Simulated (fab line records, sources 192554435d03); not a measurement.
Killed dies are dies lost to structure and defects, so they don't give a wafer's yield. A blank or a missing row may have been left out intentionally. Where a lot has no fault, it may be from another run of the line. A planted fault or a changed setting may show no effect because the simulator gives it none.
The same fault as seen by 3 desks	flow n5_finfet	only its own numbers are on each desk; what lay behind them is given at the end

## AT THE TOOL OWNER'S DESK: rie_diel-03
The tool's own readings at N5_BEOL_M7_ETCH_41 (etches SiCN in CH3F/O2, target depth 31.9 nm, time 57.8 s): means of the sampled wafers that have a number, for each lot that ran on this tool. Any lot whose mean is over 4 standard deviations away from the usual mean is out of limits and marked OUT; that distance is given in the brackets.
Columns: A = bias_w at N5_BEOL_M7_ETCH_41, usual 74.97 W; B = drypump_motor_current_A at N5_BEOL_M7_ETCH_41, usual 5.7 A; C = oes_product_au at N5_BEOL_M7_ETCH_41, usual 0.79 a.u.; D = rf_fwd_power_W at N5_BEOL_M7_ETCH_41, usual 391.9 W; E = rf_vpp_V at N5_BEOL_M7_ETCH_41, usual 298.0 V; F = showerhead_plenum_p_Torr at N5_BEOL_M7_ETCH_41, usual 2.03 Torr; G = throttle_valve_pct at N5_BEOL_M7_ETCH_41, usual 16.35 %
lot	first seen here	A	B	C	D	E	F	G
L698	day 11 07:24	61.25 (-65) OUT	5.5	0.81	391.0	263.1 (-25) OUT	2.03	16.25
L696	day 11 07:48	61.60 (-64) OUT	5.6	0.72	391.4	261.8 (-26) OUT	2.02	16.49
L699	day 11 17:09	61.38 (-65) OUT	5.6	0.78	390.8	262.1 (-26) OUT	2.05	16.41
L711	day 14 20:05	75.12	5.4	0.80	392.3	298.5	2.04	16.36
L709	day 15 07:54	74.95	5.6	0.79	392.2	299.7	2.04	16.47
This desk's verdict: out of limits on L696, L698, L699, starting with L698 at day 11 07:24 (bias_w at N5_BEOL_M7_ETCH_41). Within limits: L711, L709.

## THE DEFECT DESK
Inspection counts along the route, by lot: the mean over sampled wafers that carry a number. Any lot whose mean is over 4 standard deviations away from the usual mean is out of limits and marked OUT; that distance is given in the brackets.
Columns: A = raw_defect_count at N5_BEOL_M7_INSPECT_30, usual 426
lot	first seen here	A
L698	day 11 06:56	429
L696	day 11 07:06	478
L699	day 11 16:15	349
L700	day 12 01:58	380
L711	day 14 19:45	408
L709	day 15 07:20	477
L710	day 15 09:07	518
This desk's verdict: no lot among the 7 shows anything out of limits.

## AT THE METROLOGY DESK
Lot by lot, what the gauges showed, no matter which tool ran the lot: averages of those sampled wafers that carry a number. Any lot whose mean is over 4 standard deviations away from the usual mean is out of limits and marked OUT; that distance is given in the brackets.
Columns: A = V6_OVL at N5_BEOL_M7_OVL_MEAS_29, usual 0.5 nm
lot	first seen here	A
L698	day 11 06:53	1.1
L696	day 11 07:03	0.1
L699	day 11 16:13	-0.0
L700	day 12 01:54	-0.3
L711	day 14 19:41	-0.3
L709	day 15 07:17	0.0
L710	day 15 09:04	0.6
This desk's verdict: no lot among the 7 shows anything out of limits.

## BROUGHT TOGETHER
On L696, L698, L699, at day 11 07:24, an alarm was possible from the tool owner's desk.
Nothing the defect desk looked at was out of limits.
The metrology desk saw nothing out of limits.
The defect desk has L696, L698, L699 on record, within its limits.
The metrology desk has L696, L698, L699 on record, within its limits.
All the named lots went through N5_BEOL_M7_ETCH_41 on rie_diel-03.

## WHAT THE SIMULATOR PUT IN
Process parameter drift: rie_diel-03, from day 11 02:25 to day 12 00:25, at N5_BEOL_M7_ETCH_41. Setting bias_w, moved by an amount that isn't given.
Struck lots among those shown: L696, L698, L699.
Time in hours from fault onset to the first out-of-limits reading at each desk: the tool owner's desk, 5.
